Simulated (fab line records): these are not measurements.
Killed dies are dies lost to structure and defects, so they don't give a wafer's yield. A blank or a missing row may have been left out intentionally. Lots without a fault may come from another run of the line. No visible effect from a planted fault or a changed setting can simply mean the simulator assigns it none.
What tool caused it? | flow nandHarc | 42 wafers from 14 lots sampled at 5 of the route's 1302 steps

WHAT THE GAUGES READ, wafer by wafer
NHARC_A_DECK1_JOINT_THK_MEAS_17: measures by ellipsometry.
lot  | measured     | on           | thkNm (nm)
L448 | day 12 18:25 | filmMetro-02 | 41.0 45.4 44.6
L449 | day 12 18:34 | filmMetro-01 | 41.6 44.7 44.5
L450 | day 13 01:06 | filmMetro-02 | 45.1 45.5 44.6
L452 | day 13 22:33 | filmMetro-01 | 43.7 43.0 46.5
L454 | day 14 17:00 | filmMetro-01 | 44.2 46.0 46.0
L455 | day 15 11:39 | filmMetro-02 | 44.5 44.9 46.6
L456 | day 16 08:28 | filmMetro-01 | 43.9 44.4 45.8
L458 | day 16 08:29 | filmMetro-01 | 44.8 43.2 44.8
L457 | day 16 15:05 | filmMetro-01 | 43.9 44.3 44.7
L459 | day 16 22:12 | filmMetro-01 | 43.9 46.4 45.1
L460 | day 17 05:06 | filmMetro-02 | 45.6 43.0 43.8
L462 | day 18 03:53 | filmMetro-02 | 43.3 46.0 44.0
L470 | day 22 02:16 | filmMetro-01 | 44.6 45.8 46.4
L471 | day 21 15:26 | filmMetro-02 | 47.2 44.5 45.3

NHARC_A_ONON_D2_THK_MEAS_18: measures by ellipsometry.
lot  | measured     | on           | thkNm (nm)
L448 | day 13 04:40 | filmMetro-02 | 1009 1009 1008
L449 | day 13 04:40 | filmMetro-01 | 985 987 987
L450 | day 13 11:59 | filmMetro-01 | 1010 1007 1008
L452 | day 14 09:24 | filmMetro-02 | 1007 1011 1008
L454 | day 15 03:51 | filmMetro-02 | 994 993 997
L455 | day 15 22:26 | filmMetro-02 | 994 993 993
L456 | day 16 19:02 | filmMetro-01 | 1010 1010 1010
L458 | day 16 19:02 | filmMetro-01 | 1002 1003 1001
L457 | day 17 04:42 | filmMetro-01 | 1002 1000 1002
L459 | day 17 08:25 | filmMetro-01 | 1000 1000 999
L460 | day 17 18:43 | filmMetro-01 | 1013 1012 1014
L462 | day 18 14:07 | filmMetro-01 | 987 988 988
L470 | day 22 12:28 | filmMetro-01 | 999 1001 997
L471 | day 22 01:52 | filmMetro-02 | 1014 1016 1015

NHARC_END_SORT_01.
lot  | measured     | on        | killedAtArray | killedAtOther | killedAtPeriphery | killedDies | killedOpen | killedShort
L460 | day 31 03:04 | prober-01 | 93 89 113     | 0 0 0         | 5 11 7            | 98 100 120 | 2 5 5      | 2 4 2
L462 | day 29 22:16 | prober-01 | 90 137 134    | 0 0 2         | 6 5 8             | 96 142 144 | 5 10 2     | 2 0 6

EACH LOT AND THE TOOL THAT RAN IT (in order: tool; ch and the chambers of the sampled wafers; start)
lot  | NHARC_A_CHANNEL_FILL_D1_ALD_03               | NHARC_A_DECK1_JOINT_DEP_06
L448 | aldSinBatch-03 ch 0, day 12 01:04 or earlier | fcvd-02 ch 0,1, day 12 01:04
L449 | aldSinBatch-03 ch 0, day 12 01:04 or earlier | fcvd-01 ch 0,1, day 12 01:04
L450 | aldSinBatch-01 ch 0, day 12 09:32 or earlier | fcvd-01 ch 0, day 12 09:32
L452 | aldSinBatch-01 ch 0, day 13 04:22 or earlier | fcvd-01 ch 0,1, day 13 04:22
L454 | aldSinBatch-02 ch 0, day 14 00:55 or earlier | fcvd-02 ch 0,1, day 14 00:55
L455 | aldSinBatch-03 ch 0, day 14 19:23 or earlier | fcvd-01 ch 0,1, day 14 19:23
L456 | aldSinBatch-03 ch 0, day 15 14:04 or earlier | fcvd-01 ch 0,1, day 15 14:04
L458 | aldSinBatch-03 ch 0, day 15 14:07 or earlier | fcvd-02 ch 0,1, day 15 14:07
L457 | aldSinBatch-01 ch 0, day 15 18:18 or earlier | fcvd-01 ch 0,1, day 15 18:18
L459 | aldSinBatch-02 ch 0, day 16 04:16 or earlier | fcvd-02 ch 0,1, day 16 04:16
L460 | aldSinBatch-02 ch 0, day 16 09:41 or earlier | fcvd-02 ch 0,1, day 16 09:41
L462 | aldSinBatch-01 ch 0, day 17 13:03 or earlier | fcvd-02 ch 0,1, day 17 13:03
L470 | aldSinBatch-02 ch 0, day 21 03:48 or earlier | fcvd-02 ch 0,1, day 21 03:48
L471 | aldSinBatch-02 ch 0, day 21 00:01 or earlier | fcvd-01 ch 0,1, day 21 00:01
- NHARC_A_CHANNEL_FILL_D1_ALD_03: deposits SiNx, target thk 6 nm, pulse time 60 s, ald cycles 58.
- NHARC_A_DECK1_JOINT_DEP_06: deposits SiOx, target thk 80 nm.

WHAT THE TOOLS THEMSELVES READ (means of the sampled wafers that have a number; where no wafer has one, the mark that the record gives instead)
NHARC_A_CHANNEL_FILL_D1_ALD_03.
lot  | tool           | precursorPulseHeightRel
L448 | aldSinBatch-03 | 1.014
L449 | aldSinBatch-03 | 1.001
L450 | aldSinBatch-01 | 1.005
L452 | aldSinBatch-01 | 1.015
L454 | aldSinBatch-02 | 0.974
L455 | aldSinBatch-03 | 1.010
L456 | aldSinBatch-03 | 1.016
L458 | aldSinBatch-03 | 1.004
L457 | aldSinBatch-01 | 1.003
L459 | aldSinBatch-02 | 0.986
L460 | aldSinBatch-02 | 0.997
L462 | aldSinBatch-01 | 1.012
L470 | aldSinBatch-02 | 0.998
L471 | aldSinBatch-02 | 1.007

THE ANSWER, worked out from the rows above alone
Rule: the usual values come from the lots themselves. Put in order of their means at a reading, lots are off if they are a third of the lots or fewer, leave a main group of 4 or more, and stand apart from it by a gap of 3 or more times the standard deviation of the main group's means; of several such gaps the widest counts. A main group whose means are all the same, to the digits that the tables above print for the reading, isn't used. A lot without any number at a reading at which 4 lots or more have one is off too. Any other lot the step has rows for is counted as sound. After the gauges, taken in route order, come the tools' own readings; for these a lot's mean is taken, as printed above. At the first step where some lot is off, the reading lying furthest off is the one used; lots without a number count as furthest.
No lot is off at any reading shown: from this, nothing can be told.

WHAT THE SIMULATOR HAD PUT IN
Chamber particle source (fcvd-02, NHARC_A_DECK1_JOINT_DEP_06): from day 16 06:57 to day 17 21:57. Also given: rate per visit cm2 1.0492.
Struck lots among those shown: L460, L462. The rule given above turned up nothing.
